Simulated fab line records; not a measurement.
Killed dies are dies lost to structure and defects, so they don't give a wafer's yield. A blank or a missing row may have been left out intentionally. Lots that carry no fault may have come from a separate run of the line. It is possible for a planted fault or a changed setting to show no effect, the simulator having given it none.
fab line records ; flow n5Finfet
[record] lots = 8; wafers = 24; lastDay = 18
route steps=1938 shown DUMMY_GATE@249 SPACER0@258 SD_EPI_N@275 SD_EPI_P@305 SD_ACTIVATION@334 BEOL_M4@1111 PASSIVATION@1936
lots that met no fault: taken from a fault-free run of the same line
startH: hours from the record's opening day to when the first of the lot's shown wafers began ; waitH: hours from the lot's prior step to this one ; " the same as in the row above ; L1.1+2: several wafers, shown together as one row ; - value missing, or start not given ; * or withheld: withheld ; < > ~ a bound
route shown NAME@n: a module of which the file shows steps, and the number in the route of the first ; usual: mean and standard deviation over wafers with no fault ; same: alike in all rows ; chamber/n: place in a boat ; sites: the reading at each site ; _std_site: standard deviation across them ; _edge_site: mean of outer sites minus mean of inner sites ; radiusMm: how far each site lies from the wafer's centre ; mask NAME#n: copy n ; behind: the last tool/chamber to shape the wafer ; hold: why the lot was held/for how many hours/how that ended ; device: transistor that didn't switch, given as n, p or np ; end of line: the tests these same wafers got at the end of their route ; a step without rows: its recipe alone ; killed: the dies lost at the first sort to structure and to defects; this is not the yield of the wafer ; map: shows each die of a wafer: x if killed, . if not, _ if none is there
set.NAME: the setting the step ran with; set.NAME@STEP: the setting that earlier step ran with ; model.NAME: the simulator's own value behind a step, which no gauge read
steps of the route over a sample of lots; a table a step, a row a wafer
services: the hour from which a tool's chamber was out of use, counted from the record's first day as startH (under 0 if before that day), plus the number of hours and why
[[steps]]
[step N5_DUMMY_GATE_CD_MEAS_24]
[recipe] targetCdNm = 15
[usual] cdNm = 15.3/0.39
lot.wafer;tool;chamber;startH;waitH;cdNm
L273.1;cdSem-02;-;47.62;0.1;15.0
L273.3;cdSem-02;-;47.62;0.1;15.3
L273.6;cdSem-02;-;47.62;0.1;15.1
L279.2;cdSem-02;-;86.74;0.1;14.9
L279.3;cdSem-02;-;86.74;0.1;14.4
L279.4;cdSem-02;-;86.74;0.1;15.1
L281.2;cdSem-03;-;95.83;0.1;14.7
L281.3;cdSem-03;-;95.83;0.1;14.9
L281.6;cdSem-03;-;95.83;0.1;15.1
L282.3;cdSem-02;-;101.85;0.1;15.6
L282.4;cdSem-02;-;101.85;0.1;15.6
L282.5;cdSem-02;-;101.85;0.1;15.5
L283.1;cdSem-03;-;107.37;0.1;15.6
L283.2;cdSem-03;-;107.37;0.1;15.8
L283.5;cdSem-03;-;107.37;0.1;15.9
L294.2;cdSem-03;-;174.00;0.1;15.3
L294.4;cdSem-03;-;174.00;0.1;15.3
L294.5;cdSem-03;-;174.00;0.1;15.1
L295.1;cdSem-01;-;182.09;0.1;15.7
L295.4;cdSem-01;-;182.09;0.1;15.2
L295.5;cdSem-01;-;182.09;0.1;15.3
L296.1;cdSem-02;-;186.29;0.1;15.2
L296.4;cdSem-02;-;186.29;0.1;15.3
L296.6;cdSem-02;-;186.29;0.1;14.4
[step N5_SPACER0_ALD_07]
[recipe] material = SiNx; targetThkA = 20; tempC = 400; aldPrecursorFamily = SiH2I2; aldCoReactant = N2/H2-plasma; pressureTorr = 2
[usual] heaterPowerW = 843/94
lot.wafer;tool;chamber;startH;waitH;heaterPowerW
L273.1;aldSin-01;0;50.84;2.9;827
L273.3;aldSin-01;3;50.84;2.9;786
L273.6;aldSin-01;0;50.84;2.9;845
L279.2;aldSin-01;3;87.20;0.0;811
L279.3;aldSin-01;1;87.20;0.0;697
L279.4;aldSin-01;0;87.20;0.0;830
L281.2;aldSin-04;2;97.79;1.7;1025
L281.3;aldSin-04;1;97.79;1.7;748
L281.6;aldSin-04;2;97.79;1.7;1033
L282.3;aldSin-04;3;102.25;0.0;993
L282.4;aldSin-04;1;102.25;0.0;788
L282.5;aldSin-04;3;102.25;0.0;982
L283.1;aldSin-04;0;107.69;0.0;935
L283.2;aldSin-04;2;107.69;0.0;1050
L283.5;aldSin-04;3;107.69;0.0;973
L294.2;aldSin-04;2;175.02;0.7;1052
L294.4;aldSin-04;1;175.02;0.7;780
L294.5;aldSin-04;0;175.02;0.7;952
L295.1;aldSin-01;2;182.62;0.2;938
L295.4;aldSin-01;0;182.62;0.2;840
L295.5;aldSin-01;3;182.62;0.2;801
L296.1;aldSin-03;3;187.13;0.5;851
L296.4;aldSin-03;2;187.13;0.5;775
L296.6;aldSin-03;3;187.13;0.5;804
[step N5_SD_EPI_N_ETCH_35]
[recipe] chemistry = N2/H2; target = SOC; overetchA = 1080; maskMaterial = SiARC; tempC = 40; ionEnergyEv = 100; sourceW = 3000; biasW = 133; pressureMtorr = 20; timeS = 486; n2FlowSccm = 200; h2FlowSccm = 200
[usual] drypumpMotorCurrentA = 5.7/0.39; oesProductAu = 0.67/0.041; rfVppV = 240.6/1.5; showerheadPlenumPTorr = 2.53/0.092; throttleValvePct = 23.9/0.33
lot.wafer;tool;chamber;startH;waitH;drypumpMotorCurrentA;oesProductAu;rfHoursCounterH;rfVppV;showerheadPlenumPTorr;throttleValvePct
L273.1;rieDiel-05;0;51.99;0.0;5.3;0.72;108;237.8;2.37;24.2
L273.3;rieDiel-05;1;51.99;0.0;6.6;0.62;221;238.4;2.43;24.2
L273.6;rieDiel-05;3;51.99;0.0;5.1;0.68;-;240.3;2.51;23.6
L279.2;rieDiel-01;3;88.34;0.0;5.3;0.66;186;239.5;2.54;23.7
L279.3;rieDiel-01;0;88.34;0.0;5.5;0.75;48;242.7;2.58;23.5
L279.4;rieDiel-01;1;88.34;0.0;6.1;0.67;161;240.1;2.55;24.1
L281.2;rieDiel-01;2;98.93;0.0;6.4;0.63;203;241.9;2.62;23.4
L281.3;rieDiel-01;1;98.93;0.0;6.1;0.66;164;238.8;2.55;24.1
L281.6;rieDiel-01;0;98.93;0.0;5.5;0.75;-;242.7;2.58;23.6
L282.3;rieDiel-05;1;103.46;0.0;6.6;0.61;238;238.3;2.42;24.3
L282.4;rieDiel-05;0;103.46;0.0;5.3;0.70;126;237.9;2.36;24.3
L282.5;rieDiel-05;1;103.46;0.0;6.6;0.61;-;237.6;2.42;24.3
L283.1;rieDiel-06;0;108.71;0.0;6.0;0.71;117;242.3;2.66;24.0
L283.2;rieDiel-06;1;108.71;0.0;5.7;0.66;211;240.2;2.53;24.4
L283.5;rieDiel-06;1;108.71;0.0;5.7;0.66;-;241.4;2.53;24.4
L294.2;rieDiel-01;2;176.17;0.0;6.3;0.61;228;242.0;2.61;23.5
L294.4;rieDiel-01;1;176.17;0.0;6.1;0.64;193;240.3;2.53;24.1
L294.5;rieDiel-01;3;176.17;0.0;5.3;0.65;-;240.6;2.53;23.7
L295.1;rieDiel-01;2;183.87;0.0;6.4;0.61;231;242.2;2.61;23.5
L295.4;rieDiel-01;1;183.87;0.0;6.1;0.64;197;239.6;2.53;24.1
L295.5;rieDiel-01;3;183.87;0.0;5.3;0.64;-;240.6;2.53;23.7
L296.1;rieDiel-06;1;188.31;0.0;5.8;0.63;243;240.7;2.51;24.5
L296.4;rieDiel-06;0;188.31;0.0;6.1;0.68;147;240.5;2.64;24.0
L296.6;rieDiel-06;1;188.31;0.0;5.8;0.63;-;239.8;2.51;24.5
[step N5_SD_EPI_N_SD_RECESS_17]
[recipe] chemistry = HBr/Cl2/O2; targetDepthA = 410; maskMaterial = SOC; timeS = 23.7; btTimeS = 3; pressureMtorr = 10; icpW = 800; biasW = 112; HBr_flow_sccm = 150; Cl2_flow_sccm = 80; O2_flow_sccm = 12
[usual] drypumpMotorCurrentA = 5.6/0.39; oesProductAu = 1.009/0.019; throttleValvePct = 37.2/0.31
lot.wafer;tool;chamber;startH;waitH;drypumpMotorCurrentA;oesProductAu;rfHoursCounterH;throttleValvePct
L273.1;rieSi-06;2;52.59;0.0;5.6;1.010;121;36.7
L273.3;rieSi-06;3;52.59;0.0;5.7;1.011;169;37.8
L273.6;rieSi-06;3;52.59;0.0;5.7;1.016;-;37.8
L279.2;rieSi-04;2;88.94;0.0;5.1;1.038;8;37.0
L279.3;rieSi-04;1;88.94;0.0;5.2;0.990;195;36.8
L279.4;rieSi-04;3;88.94;0.0;6.3;1.010;35;37.2
L281.2;rieSi-01;1;99.53;0.0;5.5;1.001;160;36.9
L281.3;rieSi-01;3;99.53;0.0;5.3;0.977;86;37.4
L281.6;rieSi-01;0;99.53;0.0;6.1;0.991;-;36.9
L282.3;rieSi-04;0;104.06;0.0;5.9;1.025;117;37.2
L282.4;rieSi-04;1;104.06;0.0;5.3;0.981;195;36.9
L282.5;rieSi-04;0;104.06;0.0;5.9;1.027;-;37.2
L283.1;rieSi-04;2;109.30;0.0;5.1;1.037;8;37.0
L283.2;rieSi-04;1;109.30;0.0;5.2;0.992;195;36.8
L283.5;rieSi-04;0;109.30;0.0;5.9;1.041;-;37.2
L294.2;rieSi-04;0;176.76;0.0;5.9;1.026;118;37.2
L294.4;rieSi-04;3;176.76;0.0;6.3;1.014;37;37.2
L294.5;rieSi-04;2;176.76;0.0;5.1;1.039;-;37.0
L295.1;rieSi-06;1;184.46;0.0;5.9;1.003;93;37.1
L295.4;rieSi-06;2;184.46;0.0;5.6;1.000;123;36.6
L295.5;rieSi-06;0;184.46;0.0;5.5;0.975;-;37.5
L296.1;rieSi-06;1;188.90;0.0;5.9;1.006;93;37.1
L296.4;rieSi-06;2;188.90;0.0;5.7;1.006;123;36.7
L296.6;rieSi-06;0;188.90;0.0;5.5;0.979;-;37.5
[step N5_SD_EPI_N_INSPECT_26]
[recipe] inspectInstrument = darkfield; mode = postEpi
[usual] rawDefectCount = 205/48
lot.wafer;tool;chamber;startH;waitH;rawDefectCount
L273.1;defectInspect-02;-;57.59;0.1;226
L273.3;defectInspect-02;-;57.59;0.1;187
L273.6;defectInspect-02;-;57.59;0.1;300
L279.2;defectInspect-01;-;92.95;0.1;161
L279.3;defectInspect-01;-;92.95;0.1;175
L279.4;defectInspect-01;-;92.95;0.1;142
L281.2;defectInspect-02;-;104.51;0.1;163
L281.3;defectInspect-02;-;104.51;0.1;198
L281.6;defectInspect-02;-;104.51;0.1;205
L282.3;defectInspect-01;-;107.55;0.1;128
L282.4;defectInspect-01;-;107.55;0.1;651
L282.5;defectInspect-01;-;107.55;0.1;177
L283.1;defectInspect-02;-;112.59;0.1;253
L283.2;defectInspect-02;-;112.59;0.1;814
L283.5;defectInspect-02;-;112.59;0.1;206
L294.2;defectInspect-02;-;180.02;0.1;211
L294.4;defectInspect-02;-;180.02;0.1;221
L294.5;defectInspect-02;-;180.02;0.1;249
L295.1;defectInspect-02;-;188.05;0.1;201
L295.4;defectInspect-02;-;188.05;0.1;227
L295.5;defectInspect-02;-;188.05;0.1;224
L296.1;defectInspect-02;-;192.72;0.1;254
L296.4;defectInspect-02;-;192.72;0.1;228
L296.6;defectInspect-02;-;192.72;0.1;300
[step N5_SD_EPI_P_INSPECT_11]
[recipe] mode = adi; inspectInstrument = macro
[usual] rawDefectCount = 2.0/1.5
lot.wafer;tool;chamber;startH;waitH;rawDefectCount
L273.1;defectInspect-01;-;57.92;0.0;1
L273.3;defectInspect-01;-;57.92;0.0;3
L273.6;defectInspect-01;-;57.92;0.0;3
L279.2;defectInspect-02;-;93.40;0.0;0
L279.3;defectInspect-02;-;93.40;0.0;2
L279.4;defectInspect-02;-;93.40;0.0;2
L281.2;defectInspect-01;-;104.85;0.0;0
L281.3;defectInspect-01;-;104.85;0.0;1
L281.6;defectInspect-01;-;104.85;0.0;1
L282.3;defectInspect-02;-;107.87;0.0;1
L282.4;defectInspect-02;-;107.87;0.0;>300
L282.5;defectInspect-02;-;107.87;0.0;2
L283.1;defectInspect-01;-;113.07;0.0;1
L283.2;defectInspect-01;-;113.07;0.0;>300
L283.5;defectInspect-01;-;113.07;0.0;0
L294.2;defectInspect-02;-;180.48;0.0;3
L294.4;defectInspect-02;-;180.48;0.0;0
L294.5;defectInspect-02;-;180.48;0.0;0
L295.1;defectInspect-02;-;188.51;0.0;2
L295.4;defectInspect-02;-;188.51;0.0;1
L295.5;defectInspect-02;-;188.51;0.0;2
L296.1;defectInspect-02;-;193.17;0.0;0
L296.4;defectInspect-02;-;193.17;0.0;2
L296.6;defectInspect-02;-;193.17;0.0;3
[step N5_SD_EPI_P_INSPECT_26]
[recipe] inspectInstrument = darkfield; mode = postEpi
[usual] rawDefectCount = 177/45
lot.wafer;tool;chamber;startH;waitH;rawDefectCount
L273.1;defectInspect-02;-;62.52;0.0;209
L273.3;defectInspect-02;-;62.52;0.0;185
L273.6;defectInspect-02;-;62.52;0.0;292
L279.2;defectInspect-01;-;98.01;0.0;149
L279.3;defectInspect-01;-;98.01;0.0;143
L279.4;defectInspect-01;-;98.01;0.0;148
L281.2;defectInspect-01;-;109.48;0.0;119
L281.3;defectInspect-01;-;109.48;0.0;194
L281.6;defectInspect-01;-;109.48;0.0;141
L282.3;defectInspect-02;-;112.60;0.0;170
L282.4;defectInspect-02;-;112.60;0.0;639
L282.5;defectInspect-02;-;112.60;0.0;253
L283.1;defectInspect-01;-;118.05;0.0;166
L283.2;defectInspect-01;-;118.05;0.0;695
L283.5;defectInspect-01;-;118.05;0.0;181
L294.2;defectInspect-02;-;184.23;0.0;173
L294.4;defectInspect-02;-;184.23;0.0;164
L294.5;defectInspect-02;-;184.23;0.0;180
L295.1;defectInspect-02;-;192.28;0.0;209
L295.4;defectInspect-02;-;192.28;0.0;250
L295.5;defectInspect-02;-;192.28;0.0;220
L296.1;defectInspect-02;-;196.96;0.0;249
L296.4;defectInspect-02;-;196.96;0.0;220
L296.6;defectInspect-02;-;196.96;0.0;239
[step N5_SD_ACTIVATION_INSPECT_02]
[recipe] inspectInstrument = darkfield; mode = postAnneal
[usual] rawDefectCount = 176/44
lot.wafer;tool;chamber;startH;waitH;rawDefectCount
L273.1;defectInspect-01;-;63.50;0.2;171
L273.3;defectInspect-01;-;63.50;0.2;141
L273.6;defectInspect-01;-;63.50;0.2;233
L279.2;defectInspect-01;-;98.89;0.1;148
L279.3;defectInspect-01;-;98.89;0.1;143
L279.4;defectInspect-01;-;98.89;0.1;150
L281.2;defectInspect-02;-;110.23;0.1;164
L281.3;defectInspect-02;-;110.23;0.1;223
L281.6;defectInspect-02;-;110.23;0.1;162
L282.3;defectInspect-02;-;113.55;0.1;166
L282.4;defectInspect-02;-;113.55;0.1;641
L282.5;defectInspect-02;-;113.55;0.1;263
L283.1;defectInspect-02;-;119.04;0.2;193
L283.2;defectInspect-02;-;119.04;0.2;726
L283.5;defectInspect-02;-;119.04;0.2;215
L294.2;defectInspect-02;-;185.04;0.1;164
L294.4;defectInspect-02;-;185.04;0.1;178
L294.5;defectInspect-02;-;185.04;0.1;165
L295.1;defectInspect-02;-;193.03;0.2;187
L295.4;defectInspect-02;-;193.03;0.2;241
L295.5;defectInspect-02;-;193.03;0.2;220
L296.1;defectInspect-02;-;197.71;0.2;258
L296.4;defectInspect-02;-;197.71;0.2;211
L296.6;defectInspect-02;-;197.71;0.2;218
[step N5_BEOL_M4_RC_MEAS_101]
[usual] DIBL_N = 35.9/1.4; DIBL_P = 35.9/1.7; IOFF_N = 0.160/0.026; IOFF_P = 0.21/0.036; ION_N = 672/11; ION_P = 461/8.1; SS_N = 71.4/0.54; SS_P = 73.2/0.67; VT_N = 249.3/2.7; VT_P = -250/3.9
lot.wafer;tool;chamber;startH;waitH;DIBL_N[mV/V];DIBL_P[mV/V];IOFF_N[nA/um];IOFF_P[nA/um];ION_N[uA/um];ION_P[uA/um];SS_N[mV/dec];SS_P[mV/dec];VT_N[mV];VT_P[mV]
L273.1;prober-01;0;161.63;0.0;35.5;35.6;0.172;0.26;685;473;71.3;73.5;250.0;-243
L273.3;prober-01;0;161.63;0.0;34.1;33.7;0.148;0.23;678;478;71.3;73.0;248.9;-246
L273.6;prober-01;0;161.63;0.0;34.8;34.4;0.159;0.24;681;474;71.0;72.9;248.9;-244
L279.2;prober-01;0;197.59;0.2;35.8;37.4;0.168;0.24;689;473;71.4;73.3;248.0;-249
L279.3;prober-01;0;197.59;0.2;37.2;38.3;0.183;0.24;681;463;71.7;73.6;246.9;-247
L279.4;prober-01;0;197.59;0.2;35.4;36.6;0.158;0.21;666;459;70.7;73.8;249.3;-252
L282.3;prober-02;0;221.33;0.3;35.6;34.3;0.140;0.19;666;456;71.3;72.4;253.3;-252
L282.4;prober-02;0;221.33;0.3;35.7;35.1;0.142;0.19;663;457;70.9;72.9;251.2;-250
L282.5;prober-02;0;221.33;0.3;36.2;34.6;0.146;0.19;670;462;71.1;72.4;250.4;-250
L281.2;prober-02;0;222.69;0.2;36.4;37.4;0.167;0.19;688;457;70.5;74.0;249.1;-254
L281.3;prober-02;0;222.69;0.2;34.8;35.2;0.132;0.16;673;456;71.3;73.0;249.8;-256
L281.6;prober-02;0;222.69;0.2;36.5;36.9;0.172;0.20;679;463;70.6;73.3;248.2;-251
L283.1;prober-02;0;230.17;0.0;35.7;35.9;0.157;0.21;667;456;71.3;73.0;250.1;-247
L283.2;prober-02;0;230.17;0.0;34.4;34.8;0.137;0.20;666;463;70.3;73.0;248.8;-248
L283.5;prober-02;0;230.17;0.0;33.6;33.0;0.122;0.17;648;452;71.2;71.8;253.3;-251
L294.2;prober-02;0;291.75;0.2;40.2;39.1;0.228;0.27;677;468;72.5;74.4;246.0;-248
L294.4;prober-02;0;291.75;0.2;35.4;34.9;0.132;0.19;672;462;70.7;72.5;252.0;-254
L294.5;prober-02;0;291.75;0.2;37.4;37.0;0.165;0.22;682;465;71.2;73.3;247.7;-249
L295.1;prober-01;0;309.69;0.0;36.2;37.0;0.186;0.23;670;458;72.1;73.9;245.1;-248
L295.4;prober-01;0;309.69;0.0;35.4;37.1;0.171;0.22;690;465;71.6;74.4;248.0;-250
L295.5;prober-01;0;309.69;0.0;34.2;34.5;0.136;0.18;660;451;71.1;72.8;251.7;-253
L296.1;prober-02;0;316.26;0.0;36.1;36.2;0.149;0.18;665;456;71.0;72.9;252.6;-253
L296.4;prober-02;0;316.26;0.0;35.0;35.4;0.136;0.17;678;459;70.9;73.7;253.1;-255
L296.6;prober-02;0;316.26;0.0;38.2;39.4;0.190;0.24;675;462;71.5;74.2;249.5;-248
[step N5_PASSIVATION_PROBE_49]
[usual] defectLimitedYield = 90.9/1.5; killed_at_M0_to_M3 = 35/10; killed_at_M4_up = 14/5.2; killedAtContacts = 13/7.3; killedAtFrontEnd = 42/12; killedAtOther = 3.4/2.5; killedDies = 108/18; killedOpen = 70/13; killedShort = 35/8; sort_bin_5_function = 5.4/1; sort_bin_6_memory = 3.4/0.71; sort_bin_8_speed = 0.00/0.0099; sortNPass = 1072/18; sortYieldPct = 90.9/1.5
[same] grossDies = 1180; killedAtBackSide = 0; sort_bin_4_leakage[%] = 0
lot.wafer;tool;chamber;startH;waitH;defectLimitedYield[%];killed_at_M0_to_M3;killed_at_M4_up;killedAtContacts;killedAtFrontEnd;killedAtOther;killedDies;killedOpen;killedShort;sort_bin_5_function[%];sort_bin_6_memory[%];sort_bin_8_speed[%];sortNPass;sortYieldPct[%]
L282.3;prober-01;-;317.58;0.1;88.8;42;7;19;60;4;132;85;41;5.9;4.7;0;1048;88.8
L282.4;prober-01;-;317.63;0.2;82.3;30;13;13;152;1;209;56;36;11.2;4.4;0;971;82.3
L282.5;prober-01;-;317.68;0.2;89.2;43;13;20;51;1;128;83;39;5.3;4.7;0;1052;89.2
L283.1;prober-01;-;338.34;0.0;89.5;47;23;16;32;6;124;88;36;6.4;3.7;0;1056;89.5
L283.2;prober-01;-;338.39;0.1;81.9;39;11;8;154;2;214;60;36;11.8;4.1;0;966;81.9
L283.5;prober-01;-;338.54;0.2;88.1;39;25;18;58;0;140;101;38;7.2;4.5;0;1040;88.1
L294.2;prober-01;-;404.13;0.1;92.3;22;9;13;45;2;91;64;26;4.1;3.3;0;1089;92.3
L294.4;prober-01;-;404.23;0.2;93.9;18;14;18;21;1;72;47;23;3.5;2.5;0;1108;93.9
L294.5;prober-01;-;404.28;0.2;90.5;24;13;26;48;1;112;70;39;5.2;4.0;0;1068;90.5
// killed by level:class
L282.3 STI_FIN_REVEAL:geometricParticle:open=27 MOL_CONTACT_COAG:geometricParticle:open=14 BEOL_M0_SAQP:geometricParticle:short=11 BEOL_M3:geometricParticle:open=8 GATE_CUT:geometricParticle:short=8 BEOL_M0_SAQP:geometricParticle:open=7 FIN_SAQP:geometricParticle:open=6 STI_FIN_REVEAL:geometricParticle:short=5
L282.4 SD_EPI_N:unspecified=115 MOL_CONTACT_COAG:geometricParticle:open=12 BEOL_M0_SAQP:geometricParticle:short=9 BEOL_M0_SAQP:geometricParticle:open=8 STI_FIN_REVEAL:geometricParticle:open=6 GATE_CUT:geometricParticle:short=6 FIN_SAQP:geometricParticle:open=5 STI_FIN_REVEAL:geometricParticle:short=4
L282.5 MOL_CONTACT_COAG:geometricParticle:open=18 BEOL_M0_SAQP:geometricParticle:short=14 BEOL_M0_SAQP:geometricParticle:open=13 STI_FIN_REVEAL:geometricParticle:open=12 GATE_CUT:geometricParticle:short=8 FIN_SAQP:geometricParticle:open=6 STARTING-WAFER:geometricParticle:open=6 BEOL_M3:geometricParticle:open=6
L283.1 FIN_SAQP:geometricParticle:open=13 MOL_CONTACT_COAG:geometricParticle:open=13 BEOL_M2:geometricParticle:short=9 BEOL_M5:geometricParticle:open=8 BEOL_M0_SAQP:geometricParticle:open=8 BEOL_M2:geometricParticle:open=8 BEOL_M1:geometricParticle:open=7 BEOL_M0_SAQP:geometricParticle:short=7
L283.2 SD_EPI_N:unspecified=118 FIN_SAQP:geometricParticle:open=11 FIN_SAQP:geometricParticle:short=6 MOL_CONTACT_COAG:geometricParticle:open=6 BEOL_M0_SAQP:geometricParticle:open=6 BEOL_M3:geometricParticle:open=6 BEOL_M0_SAQP:geometricParticle:short=5 BEOL_M1:geometricParticle:open=5
L283.5 FIN_SAQP:geometricParticle:open=23 FIN_SAQP:geometricParticle:short=15 BEOL_M4:geometricParticle:open=14 MOL_CONTACT_COAG:geometricParticle:open=14 BEOL_M2:geometricParticle:open=9 BEOL_M3:geometricParticle:open=9 BEOL_M0_SAQP:geometricParticle:short=8 STI_FIN_REVEAL:geometricParticle:open=7
L294.2 MOL_CONTACT_COAG:geometricParticle:open=11 FIN_SAQP:geometricParticle:open=8 GATE_CUT:geometricParticle:short=7 STI_FIN_REVEAL:geometricParticle:open=6 BEOL_M0_SAQP:geometricParticle:open=6 BEOL_M3:geometricParticle:open=6 ILD0:geometricParticle:open=5 GATE_CUT:geometricParticle:open=5
L294.4 MOL_CONTACT_COAG:geometricParticle:open=12 MOL_CONTACT_COAG:geometricParticle:short=6 STI_FIN_REVEAL:geometricParticle:open=5 BEOL_M2:geometricParticle:open=4 BEOL_M4:geometricParticle:open=4 FIN_SAQP:geometricParticle:short=3 BEOL_M8:geometricParticle:open=3 BEOL_M1:geometricParticle:open=3
L294.5 MOL_CONTACT_COAG:geometricParticle:open=17 STI_FIN_REVEAL:geometricParticle:open=14 MOL_CONTACT_COAG:geometricParticle:short=9 BEOL_M3:geometricParticle:open=9 FIN_SAQP:geometricParticle:short=6 BEOL_M2:geometricParticle:open=6 FIN_SAQP:geometricParticle:open=5 DUMMY_GATE:geometricParticle:short=5
[[services]]
tool;chamber;startH;hours;kind
rieDiel-05;1;35.97;1.5;repair
rieSi-01;1;37.98;9.0;repair
rieDiel-01;-;38.30;0.8;repair
rieDiel-01;-;39.22;13.9;repair
aldSin-03;3;42.21;1.8;repair
aldSin-03;-;44.84;14.6;pm
aldSin-04;1;63.88;16.2;repair
rieSi-01;-;82.92;15.6;pm
aldSin-01;-;93.35;1.7;repair
aldSin-03;2;102.83;8.4;repair
rieDiel-06;2;130.51;8.3;repair
rieSi-04;3;142.13;1.4;repair
rieSi-01;3;145.68;7.2;repair
rieSi-04;1;146.47;-;clean
rieSi-04;1;146.47;18.4;scheduledDown
rieSi-04;1;146.47;18.4;ventCycle
rieDiel-06;3;159.99;6.8;repair
rieSi-01;2;162.76;3.4;repair
rieSi-01;3;167.42;20.4;repair
aldSin-04;-;176.75;14.0;pm
aldSin-04;0;176.75;14.0;ventCycle
aldSin-04;1;176.75;14.0;ventCycle
aldSin-04;2;176.75;14.0;ventCycle
aldSin-04;3;176.75;14.0;ventCycle
[[key]]
[firstSign] step = N5_SD_EPI_N_INSPECT_26; reading = rawDefectCount; direction = up; sigmas = 11; usual = 205; struck = 732
[effect] step = N5_SD_EPI_P_INSPECT_11; reading = rawDefectCount; direction = up; sigmas = 99+; usual = 2.0; struck = >300
[effect] step = N5_SD_EPI_P_INSPECT_26; reading = rawDefectCount; direction = up; sigmas = 11; usual = 177; struck = 667
[effect] step = N5_SD_ACTIVATION_INSPECT_02; reading = rawDefectCount; direction = up; sigmas = 12; usual = 176; struck = 684
[effect] step = N5_PASSIVATION_PROBE_49; reading = killedAtFrontEnd; direction = up; sigmas = 9.5; usual = 42; struck = 153
[moreKillsBornAt] N5_SD_EPI_N_SD_RECESS_17@rieSi-04 = 233
metAt N5_SD_EPI_N_SD_RECESS_17
struckLots L282,L283
struckWafers L282.4,L283.2
notActingAt N5_DUMMY_GATE_CD_MEAS_24,N5_SPACER0_ALD_07,N5_SD_EPI_N_ETCH_35
onsetBetween 88.94 104.06
[fault] kind = chamberParticleSource; tool = rieSi-04; chamber = 1; onsetH = 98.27; steps = N5_SD_EPI_N_SD_RECESS_17; ratePerVisitCm2 = 0.66362; endH = 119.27
